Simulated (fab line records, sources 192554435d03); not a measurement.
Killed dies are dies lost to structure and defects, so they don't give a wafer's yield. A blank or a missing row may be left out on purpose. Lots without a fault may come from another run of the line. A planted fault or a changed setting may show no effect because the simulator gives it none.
Problem report in the 8D (eight disciplines) form, filled by code | flow n5_finfet | the parts of the form that need people (team, actions taken, sign-off) are left out

1. THE PROBLEM
etch_rf_on_time_s at N5_HKMG_FIN_ETCH_54 reads a mean of 46.5 s on 4 wafers of 3 lots; wafers without a fault read 75.5 s with a standard deviation of 1.2. That is -24 standard deviations from the usual mean.
The step: etches SiARC in CF4, target depth 45.5 nm, time 75.8 s.
First seen on wafer L483.2, day 5 16:12, on rie_diel-04. The record holds 29 wafers of 10 lots with a number at this step. Rule for "out", or "out of limits": more than 4 standard deviations from the usual mean. The other wafers with a number count as sound.

2. WHAT IT IS AND WHAT IT IS NOT
question                    | is                             | is not
which readings at this step | etch_rf_on_time_s              | bias_w, drypump_motor_current_A, rf_vpp_V, showerhead_plenum_p_Torr, throttle_valve_pct
which lots                  | L483, L484, L485               | L477, L489, L491, L495, L497, L498, L499
which wafers of those lots  | L483.2, L484.2, L485.1, L485.2 | L483.6, L484.3, L484.6, L485.3
read on which tools         | rie_diel-04                    | rie_diel-01, rie_diel-03
when                        | from day 5 16:12               | up to then (4 sound wafers); but 21 sound wafers of L484, L485, L489, L491, L495, L497, L498, L499 came after

3. SUSPECTS, AND WHAT RULES EACH OUT
Counting: a tool at a process step up to the reading stays a suspect if it ran every lot that is out. Sound lots after the first of them don't rule it out here, since some wafers of a struck lot are sound.
- rie_diel-04 at N5_HKMG_FIN_ETCH_54 (etches SiARC in CF4, target depth 45.5 nm, time 75.8 s): kept. It ran every lot that is out, first L483 (day 5 16:12); its last sound lot up to then is L477 (day 4 03:32). Its own readings are out on those wafers: etch_rf_on_time_s.
Left after counting: rie_diel-04 at N5_HKMG_FIN_ETCH_54.

4. THE CAUSE (what the simulator had put in)
Process parameter drift: rie_diel-04, from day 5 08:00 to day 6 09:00, at N5_HKMG_FIN_ETCH_54. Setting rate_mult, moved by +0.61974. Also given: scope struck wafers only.
Counting left only this tool.

5. THE CHAIN OF EFFECTS, in route order
Each row: a reading whose mean over the struck wafers that have a number lies more than 3 standard deviations from the usual. Only readings for which the record gives a usual standard deviation are gone through. hours: the time from each lot's start at the first step in this table that gives one to its start at this step, as a median over the lots. sigmas: the change in usual standard deviations.
hours | step                | reading           | usual     | on struck wafers | change | sigmas
0     | N5_HKMG_FIN_ETCH_54 | etch_rf_on_time_s | 75.5 s    | 46.5             | -29.0  | -24
0     | N5_HKMG_FIN_ETCH_54 | oes_product_au    | 0.67 a.u. | 0.88             | +0.20  | +3.1
The process steps in it:
- N5_HKMG_FIN_ETCH_54: etches SiARC in CF4, target depth 45.5 nm, time 75.8 s.
Later measuring or inspecting steps at which every struck wafer that the step has a row for has a number for every such reading, and none has moved that far: N5_BEOL_M4_RC_MEAS_101.

6. WHAT WOULD HAVE CAUGHT IT SOONER
In this record the first reading out of limits was taken at day 5 16:12, 8 hours after the fault began at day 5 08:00.
